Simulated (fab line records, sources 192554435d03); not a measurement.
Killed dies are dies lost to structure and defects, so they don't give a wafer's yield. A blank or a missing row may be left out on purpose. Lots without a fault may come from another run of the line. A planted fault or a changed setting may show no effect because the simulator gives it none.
Problem report in the 8D (eight disciplines) form, filled by code | flow n5_finfet | the parts of the form that need people (team, actions taken, sign-off) are left out

1. THE PROBLEM
oes_product_au at N5_GATE_CUT_ETCH_36 reads a mean of 0.29 a.u. on 6 wafers of 2 lots; wafers without a fault read 0.64 a.u. with a standard deviation of 0.06. That is -5.9 standard deviations from the usual mean.
The step: etches SiARC in CF4, target depth 13 nm, time 21.7 s.
First seen on wafer L664.1, day 8 06:58, on rie_diel-03. The record holds 41 wafers of 14 lots with a number at this step. Rule for "out", or "out of limits": more than 4 standard deviations from the usual mean. The other wafers with a number count as sound.

2. WHAT IT IS AND WHAT IT IS NOT
question                    | is                       | is not
which readings at this step | oes_product_au           | etch_rf_on_time_s, rf_vpp_V, showerhead_plenum_p_Torr, throttle_valve_pct
which lots                  | L664, L665               | L649, L650, L652, L653, L654, L655, L657, L660, L667, L669, L671, L672
which wafers of those lots  | all that have a number   | -
read on which tools         | rie_diel-03, rie_diel-04 | rie_diel-01
when                        | from day 8 06:58         | up to then (23 sound wafers); but 12 sound wafers of L667, L669, L671, L672 came after

3. SUSPECTS, AND WHAT RULES EACH OUT
Counting: a tool at a process step up to the reading stays a suspect if it ran every lot that is out and no sound lot after the first of them.
- euv_scanner-02 at N5_GATE_CUT_EXPOSE_10 (exposes mask GATE CUT, target cd 20 nm): ruled out as a lasting fault. Sound lots L671 ran on it after its first lot that is out, L664 (day 8 06:40).
Left after counting: nothing in the record.

4. THE CAUSE (what the simulator had put in)
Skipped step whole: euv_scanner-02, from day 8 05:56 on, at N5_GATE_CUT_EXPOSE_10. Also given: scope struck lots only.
Counting ruled it out, wrongly: the rule takes a fault to strike every lot that its tool runs from its start on, and this one did not.

5. THE CHAIN OF EFFECTS, in route order
Each row: a reading whose mean over the struck wafers that have a number lies more than 3 standard deviations from the usual. Only readings for which the record gives a usual standard deviation are gone through. hours: the time from each lot's start at the first step in this table that gives one to its start at this step, as a median over the lots. sigmas: the change in usual standard deviations.
hours | step                | reading        | usual     | on struck wafers | change | sigmas
0     | N5_GATE_CUT_ETCH_36 | oes_product_au | 0.64 a.u. | 0.29             | -0.35  | -5.9
The process steps in it:
- N5_GATE_CUT_ETCH_36: etches SiARC in CF4, target depth 13 nm, time 21.7 s.
Readings that are blank on the struck wafers while sound wafers have them: exposure_dose_mJ_cm2 at N5_GATE_CUT_EXPOSE_10; focus_offset_nm at N5_GATE_CUT_EXPOSE_10; GATE_CUT_OVL at N5_GATE_CUT_OVL_MEAS_14.

6. WHAT WOULD HAVE CAUGHT IT SOONER
In this record the first reading out of limits was taken at day 8 06:58, 1 hour after the fault began at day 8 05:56.
Between N5_GATE_CUT_EXPOSE_10 and N5_GATE_CUT_ETCH_36, N5_GATE_CUT_OVL_MEAS_14 gave no GATE_CUT_OVL on the struck wafers, where sound wafers have one: a measuring or inspecting step that comes back empty is itself a sign.
At N5_GATE_CUT_EXPOSE_10 the tool's readings are blank on the struck wafers, where sound wafers have them: an empty tool record is the first sign, and it was there at once.
